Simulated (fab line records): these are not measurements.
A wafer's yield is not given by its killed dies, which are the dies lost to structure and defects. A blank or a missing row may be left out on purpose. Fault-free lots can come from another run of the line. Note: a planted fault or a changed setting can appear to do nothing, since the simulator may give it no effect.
The tool behind it: which one? / flow n5 finfet / 10 lots, 27 wafers sampled, at 6 steps of a route of 1938

WHAT EACH GAUGE READ, for each wafer
N5_WELL_APT_CD_MEAS_25: target cd 200 nm. Usual: cd nm reads 199.0 nm (standard deviation 2.9).
lot=L193; measured=day 2 08:58; on=cd sem-01; cd nm (nm)=199.2 197.5; flag=
lot=L195; measured=day 2 21:07; on=cd sem-01; cd nm (nm)=201.4 196.8 198.4; flag=
lot=L197; measured=day 3 09:47; on=cd sem-01; cd nm (nm)=196.1 200.8; flag=
lot=L198; measured=day 3 14:57; on=cd sem-01; cd nm (nm)=202.9 208.2; flag=
lot=L199; measured=day 3 21:04; on=cd sem-03; cd nm (nm)=199.3 201.1 201.9; flag=
lot=L209; measured=day 6 09:00; on=cd sem-01; cd nm (nm)=202.3 196.3 197.2; flag=
lot=L210; measured=day 6 15:26; on=cd sem-03; cd nm (nm)=197.3 196.4 195.1; flag=
lot=L211; measured=day 6 21:13; on=cd sem-01; cd nm (nm)=200.3 205.6 198.6; flag=
lot=L212; measured=day 7 02:49; on=cd sem-02; cd nm (nm)=195.7 197.4 198.1; flag=
lot=L213; measured=day 7 08:56; on=cd sem-02; cd nm (nm)=197.8 202.8 198.5; flag=

N5_WELL_APT_OVL_MEAS_26. Usual: PWELL_OVL typically reads -1 nm, with standard deviation 5.5.
lot=L193; measured=day 2 09:00; on=overlay-01; PWELL_OVL (nm)=-2 1; flag=
lot=L195; measured=day 2 21:09; on=overlay-02; PWELL_OVL (nm)=5 -9 9; flag=
lot=L197; measured=day 3 09:49; on=overlay-01; PWELL_OVL (nm)=7 3; flag=
lot=L198; measured=day 3 14:59; on=overlay-02; PWELL_OVL (nm)=-1 -4; flag=
lot=L199; measured=day 3 21:06; on=overlay-01; PWELL_OVL (nm)=-11 -5 -5; flag=
lot=L209; measured=day 6 09:02; on=overlay-01; PWELL_OVL (nm)=25 21 24; flag=OFF
lot=L210; measured=day 6 15:28; on=overlay-02; PWELL_OVL (nm)=28 25 24; flag=OFF
lot=L211; measured=day 6 21:14; on=overlay-02; PWELL_OVL (nm)=-5 -1 -2; flag=
lot=L212; measured=day 7 02:51; on=overlay-02; PWELL_OVL (nm)=-10 -3 -10; flag=
lot=L213; measured=day 7 08:58; on=overlay-02; PWELL_OVL (nm)=-3 -6 -1; flag=

N5_WELL_APT_INSPECT_38: inspects for defects (darkfield). Usual: raw defect count reads 14 (standard deviation 5.9).
lot=L193; measured=day 2 10:42; on=defect inspect-02; raw defect count=18 13; flag=
lot=L195; measured=day 2 22:52; on=defect inspect-01; raw defect count=7 12 12; flag=
lot=L197; measured=day 3 11:59; on=defect inspect-01; raw defect count=15 16; flag=
lot=L198; measured=day 3 16:41; on=defect inspect-02; raw defect count=13 13; flag=
lot=L199; measured=day 3 22:55; on=defect inspect-02; raw defect count=8 17 14; flag=
lot=L209; measured=day 6 10:57; on=defect inspect-01; raw defect count=19 10 19; flag=
lot=L210; measured=day 6 17:47; on=defect inspect-01; raw defect count=12 15 24; flag=
lot=L211; measured=day 6 23:08; on=defect inspect-01; raw defect count=25 23 24; flag=
lot=L212; measured=day 7 05:22; on=defect inspect-02; raw defect count=13 7 10; flag=
lot=L213; measured=day 7 11:03; on=defect inspect-01; raw defect count=22 23 15; flag=

N5_BEOL_M4_RC_MEAS_101. Usual: DIBL_N 37.5 mV/V, standard deviation 2; DIBL_P 37.5 mV/V, standard deviation 2.5; IOFF_N 0.18 nA/um, standard deviation 0.042; IOFF_P 0.24 nA/um, standard deviation 0.046; ION_N 677 uA/um, standard deviation 15; ION_P 464 uA/um, standard deviation 9.5; SS_N 72.0 mV/dec, standard deviation 0.76; SS_P 73.6 mV/dec, standard deviation 0.79; VT_N 249 mV, standard deviation 3.5; VT_P -249 mV, standard deviation 3.2.
lot=L193; measured=day 8 13:19; on=prober-01; DIBL_N (mV/V)=36.9 37.5; DIBL_P (mV/V)=37.5 39.2; IOFF_N (nA/um)=0.16 0.18; IOFF_P (nA/um)=0.20 0.23; ION_N (uA/um)=657 670; ION_P (uA/um)=451 455; SS_N (mV/dec)=72.8 72.1; SS_P (mV/dec)=73.8 74.4; VT_N (mV)=251 249; VT_P (mV)=-256 -250; flag=
lot=L195; measured=day 9 03:02; on=prober-01; DIBL_N (mV/V)=34.2 36.0 36.8; DIBL_P (mV/V)=34.4 37.9 38.0; IOFF_N (nA/um)=0.15 0.18 0.20; IOFF_P (nA/um)=0.18 0.24 0.23; ION_N (uA/um)=682 670 687; ION_P (uA/um)=471 457 464; SS_N (mV/dec)=72.3 72.0 72.0; SS_P (mV/dec)=73.2 73.3 74.3; VT_N (mV)=253 247 247; VT_P (mV)=-254 -249 -251; flag=
lot=L197; measured=day 9 12:52; on=prober-02; DIBL_N (mV/V)=36.8 38.7; DIBL_P (mV/V)=37.1 38.1; IOFF_N (nA/um)=0.14 0.19; IOFF_P (nA/um)=0.24 0.25; ION_N (uA/um)=645 679; ION_P (uA/um)=448 464; SS_N (mV/dec)=70.6 71.8; SS_P (mV/dec)=73.9 73.3; VT_N (mV)=254 247; VT_P (mV)=-251 -249; flag=
lot=L198; measured=day 10 00:06; on=prober-02; DIBL_N (mV/V)=34.7 42.7; DIBL_P (mV/V)=33.6 45.1; IOFF_N (nA/um)=0.12 0.30; IOFF_P (nA/um)=0.16 0.38; ION_N (uA/um)=657 694; ION_P (uA/um)=454 473; SS_N (mV/dec)=70.5 73.4; SS_P (mV/dec)=71.5 75.7; VT_N (mV)=257 243; VT_P (mV)=-252 -241; flag=
lot=L199; measured=day 10 05:03; on=prober-02; DIBL_N (mV/V)=38.8 38.0 39.1; DIBL_P (mV/V)=39.8 37.3 39.7; IOFF_N (nA/um)=0.21 0.18 0.19; IOFF_P (nA/um)=0.29 0.24 0.28; ION_N (uA/um)=691 677 667; ION_P (uA/um)=475 465 468; SS_N (mV/dec)=71.1 71.7 71.3; SS_P (mV/dec)=74.3 73.2 74.1; VT_N (mV)=243 252 247; VT_P (mV)=-242 -247 -245; flag=
lot=L209; measured=day 13 03:25; on=prober-01; DIBL_N (mV/V)=36.3 35.6 40.4; DIBL_P (mV/V)=37.2 35.8 39.2; IOFF_N (nA/um)=0.17 0.15 0.25; IOFF_P (nA/um)=0.24 0.22 0.27; ION_N (uA/um)=693 665 676; ION_P (uA/um)=480 466 461; SS_N (mV/dec)=70.8 71.5 73.2; SS_P (mV/dec)=72.9 72.4 73.8; VT_N (mV)=248 248 248; VT_P (mV)=-247 -248 -244; flag=
lot=L210; measured=day 13 02:38; on=prober-01; DIBL_N (mV/V)=34.4 42.0 38.8; DIBL_P (mV/V)=32.8 42.2 37.2; IOFF_N (nA/um)=0.13 0.33 0.20; IOFF_P (nA/um)=0.20 0.38 0.25; ION_N (uA/um)=667 704 686; ION_P (uA/um)=465 485 470; SS_N (mV/dec)=71.4 73.0 72.1; SS_P (mV/dec)=72.4 74.2 74.1; VT_N (mV)=251 238 248; VT_P (mV)=-249 -242 -247; flag=
lot=L211; measured=day 13 06:29; on=prober-02; DIBL_N (mV/V)=39.4 37.3 37.4; DIBL_P (mV/V)=38.3 34.9 36.5; IOFF_N (nA/um)=0.23 0.18 0.18; IOFF_P (nA/um)=0.24 0.19 0.20; ION_N (uA/um)=708 685 693; ION_P (uA/um)=470 465 467; SS_N (mV/dec)=72.3 71.6 72.1; SS_P (mV/dec)=74.6 72.8 73.8; VT_N (mV)=244 248 247; VT_P (mV)=-249 -250 -251; flag=
lot=L212; measured=day 13 17:25; on=prober-01; DIBL_N (mV/V)=39.4 34.4 39.7; DIBL_P (mV/V)=39.4 34.4 40.4; IOFF_N (nA/um)=0.22 0.12 0.23; IOFF_P (nA/um)=0.25 0.18 0.28; ION_N (uA/um)=683 672 697; ION_P (uA/um)=457 465 474; SS_N (mV/dec)=72.8 71.4 72.3; SS_P (mV/dec)=74.8 73.1 74.5; VT_N (mV)=244 251 241; VT_P (mV)=-249 -254 -249; flag=
lot=L213; measured=day 13 19:04; on=prober-02; DIBL_N (mV/V)=37.1 35.2 38.5; DIBL_P (mV/V)=36.8 35.5 38.6; IOFF_N (nA/um)=0.19 0.13 0.20; IOFF_P (nA/um)=0.20 0.18 0.23; ION_N (uA/um)=668 659 673; ION_P (uA/um)=454 452 457; SS_N (mV/dec)=72.8 71.5 72.3; SS_P (mV/dec)=73.0 73.1 74.2; VT_N (mV)=248 251 248; VT_P (mV)=-253 -253 -249; flag=

EACH LOT AND THE TOOL THAT RAN IT (in order: tool; ch and the chambers of the sampled wafers; start)
lot=L193; N5_WELL_APT_EXPOSE_22=krf scanner-02 ch 0, day 2 08:48; N5_PMOS_HMC_CHANNEL_EPI_ETCH_32=rie diel-01 ch 0,3, day 2 11:16
lot=L195; N5_WELL_APT_EXPOSE_22=krf scanner-02 ch 0, day 2 20:56; N5_PMOS_HMC_CHANNEL_EPI_ETCH_32=rie diel-02 ch 0,1,3, day 2 23:40
lot=L197; N5_WELL_APT_EXPOSE_22=krf scanner-02 ch 0, day 3 09:37; N5_PMOS_HMC_CHANNEL_EPI_ETCH_32=rie diel-02 ch 0, day 3 12:32
lot=L198; N5_WELL_APT_EXPOSE_22=krf scanner-01 ch 0, day 3 14:47; N5_PMOS_HMC_CHANNEL_EPI_ETCH_32=rie diel-02 ch 1,2, day 3 17:08
lot=L199; N5_WELL_APT_EXPOSE_22=krf scanner-01 ch 0, day 3 20:54; N5_PMOS_HMC_CHANNEL_EPI_ETCH_32=rie diel-01 ch 1,2, day 3 23:22
lot=L209; N5_WELL_APT_EXPOSE_22=krf scanner-02 ch 0, day 6 08:50; N5_PMOS_HMC_CHANNEL_EPI_ETCH_32=rie diel-03 ch 0,2,3, day 6 11:23
lot=L210; N5_WELL_APT_EXPOSE_22=krf scanner-02 ch 0, day 6 15:16; N5_PMOS_HMC_CHANNEL_EPI_ETCH_32=rie diel-01 ch 2,3, day 6 18:55
lot=L211; N5_WELL_APT_EXPOSE_22=krf scanner-01 ch 0, day 6 21:02; N5_PMOS_HMC_CHANNEL_EPI_ETCH_32=rie diel-03 ch 2,3, day 6 23:42
lot=L212; N5_WELL_APT_EXPOSE_22=krf scanner-01 ch 0, day 7 02:40; N5_PMOS_HMC_CHANNEL_EPI_ETCH_32=rie diel-02 ch 1,3, day 7 05:56
lot=L213; N5_WELL_APT_EXPOSE_22=krf scanner-01 ch 0, day 7 08:45; N5_PMOS_HMC_CHANNEL_EPI_ETCH_32=rie diel-03 ch 0,3, day 7 11:31
- N5_WELL_APT_EXPOSE_22: exposes mask PWELL, defocus 0 nm, target cd 200 nm.
- N5_PMOS_HMC_CHANNEL_EPI_ETCH_32: etches BARC in N2/H2, stops on SiO2, target depth 85.8 nm, time 50.3 s.

WHAT THE TOOLS THEMSELVES READ (means of the sampled wafers that have a number; where no wafer has one, the mark that the record gives instead)
N5_WELL_APT_EXPOSE_22. Usual: reticle temp C 22.99 C, standard deviation 0.11; stage vel mm s 500.02 mm/s, standard deviation 0.25.
lot=L193; tool=krf scanner-02; reticle temp C (C)=23.03; stage vel mm s (mm/s)=500.27; flag=
lot=L195; tool=krf scanner-02; reticle temp C (C)=22.92; stage vel mm s (mm/s)=500.06; flag=
lot=L197; tool=krf scanner-02; reticle temp C (C)=23.03; stage vel mm s (mm/s)=500.25; flag=
lot=L198; tool=krf scanner-01; reticle temp C (C)=23.05; stage vel mm s (mm/s)=499.58; flag=
lot=L199; tool=krf scanner-01; reticle temp C (C)=22.91; stage vel mm s (mm/s)=499.97; flag=
lot=L209; tool=krf scanner-02; reticle temp C (C)=22.90; stage vel mm s (mm/s)=500.06; flag=
lot=L210; tool=krf scanner-02; reticle temp C (C)=23.11; stage vel mm s (mm/s)=500.10; flag=
lot=L211; tool=krf scanner-01; reticle temp C (C)=23.03; stage vel mm s (mm/s)=500.04; flag=
lot=L212; tool=krf scanner-01; reticle temp C (C)=22.98; stage vel mm s (mm/s)=500.07; flag=
lot=L213; tool=krf scanner-01; reticle temp C (C)=23.04; stage vel mm s (mm/s)=499.79; flag=

N5_PMOS_HMC_CHANNEL_EPI_ETCH_32. Usual: drypump motor current A 5.8 A, standard deviation 0.37; n2 flow sccm 200.0 sccm, standard deviation 0.62; oes product au 0.65 a.u., standard deviation 0.045; rf vpp V 523.6 V, standard deviation 2.2; showerhead plenum p Torr 2.53 Torr, standard deviation 0.082; throttle valve pct 17.9 %, standard deviation 0.3.
lot=L193; tool=rie diel-01; drypump motor current A (A)=5.6; n2 flow sccm (sccm)=199.6; oes product au (a.u.)=0.64; rf vpp V (V)=523.8; showerhead plenum p Torr (Torr)=2.54; throttle valve pct (%)=17.8; flag=
lot=L195; tool=rie diel-02; drypump motor current A (A)=5.8; n2 flow sccm (sccm)=200.5; oes product au (a.u.)=0.66; rf vpp V (V)=523.1; showerhead plenum p Torr (Torr)=2.55; throttle valve pct (%)=17.9; flag=
lot=L197; tool=rie diel-02; drypump motor current A (A)=6.2; n2 flow sccm (sccm)=200.0; oes product au (a.u.)=0.65; rf vpp V (V)=523.8; showerhead plenum p Torr (Torr)=2.56; throttle valve pct (%)=18.5; flag=
lot=L198; tool=rie diel-02; drypump motor current A (A)=5.4; n2 flow sccm (sccm)=200.2; oes product au (a.u.)=0.60; rf vpp V (V)=523.1; showerhead plenum p Torr (Torr)=2.52; throttle valve pct (%)=17.9; flag=
lot=L199; tool=rie diel-01; drypump motor current A (A)=6.0; n2 flow sccm (sccm)=199.7; oes product au (a.u.)=0.67; rf vpp V (V)=522.3; showerhead plenum p Torr (Torr)=2.49; throttle valve pct (%)=18.0; flag=
lot=L209; tool=rie diel-03; drypump motor current A (A)=5.8; n2 flow sccm (sccm)=200.4; oes product au (a.u.)=0.62; rf vpp V (V)=522.1; showerhead plenum p Torr (Torr)=2.47; throttle valve pct (%)=17.9; flag=
lot=L210; tool=rie diel-01; drypump motor current A (A)=5.9; n2 flow sccm (sccm)=200.6; oes product au (a.u.)=0.66; rf vpp V (V)=521.3; showerhead plenum p Torr (Torr)=2.49; throttle valve pct (%)=18.0; flag=
lot=L211; tool=rie diel-03; drypump motor current A (A)=5.9; n2 flow sccm (sccm)=200.3; oes product au (a.u.)=0.62; rf vpp V (V)=521.2; showerhead plenum p Torr (Torr)=2.39; throttle valve pct (%)=17.8; flag=
lot=L212; tool=rie diel-02; drypump motor current A (A)=5.5; n2 flow sccm (sccm)=200.0; oes product au (a.u.)=0.74; rf vpp V (V)=523.2; showerhead plenum p Torr (Torr)=2.54; throttle valve pct (%)=17.5; flag=
lot=L213; tool=rie diel-03; drypump motor current A (A)=5.7; n2 flow sccm (sccm)=199.8; oes product au (a.u.)=0.63; rf vpp V (V)=524.2; showerhead plenum p Torr (Torr)=2.56; throttle valve pct (%)=17.8; flag=

THE ANSWER, worked out from the rows above alone
Rule: a lot is off if the mean of its wafers that have a number lies more than 3 standard deviations from the usual mean. A lot without any number at a reading at which 4 lots or more have one is off too. Any other lot the step has rows for is counted as sound. The gauges are gone through in route order, then the tools' own readings, and for those a lot's mean is taken as printed above. The first step at which some lot is off is used, and at that step the reading that is off furthest; a lot without a number counts as furthest.
Off: at N5_WELL_APT_OVL_MEAS_26 (PWELL_OVL), L209, L210.
A tool fits if, at a process step before that reading, it ran every lot that is off, and no sound lot after the first of them. The gauges at N5_WELL_APT_OVL_MEAS_26 are tried like those tools. One fits: krf scanner-02 at N5_WELL_APT_EXPOSE_22. A fault onset in the window from L197 (day 3 09:37, its last sound lot) to L209 (day 6 08:50, its first lot off) fits.

WHAT THE SIMULATOR HAD PUT IN
Scanner matching overlay: krf scanner-02, from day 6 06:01 on, at N5_WELL_APT_EXPOSE_22. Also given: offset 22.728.
Lots struck among those shown: L209, L210. The same result came from the rule above.
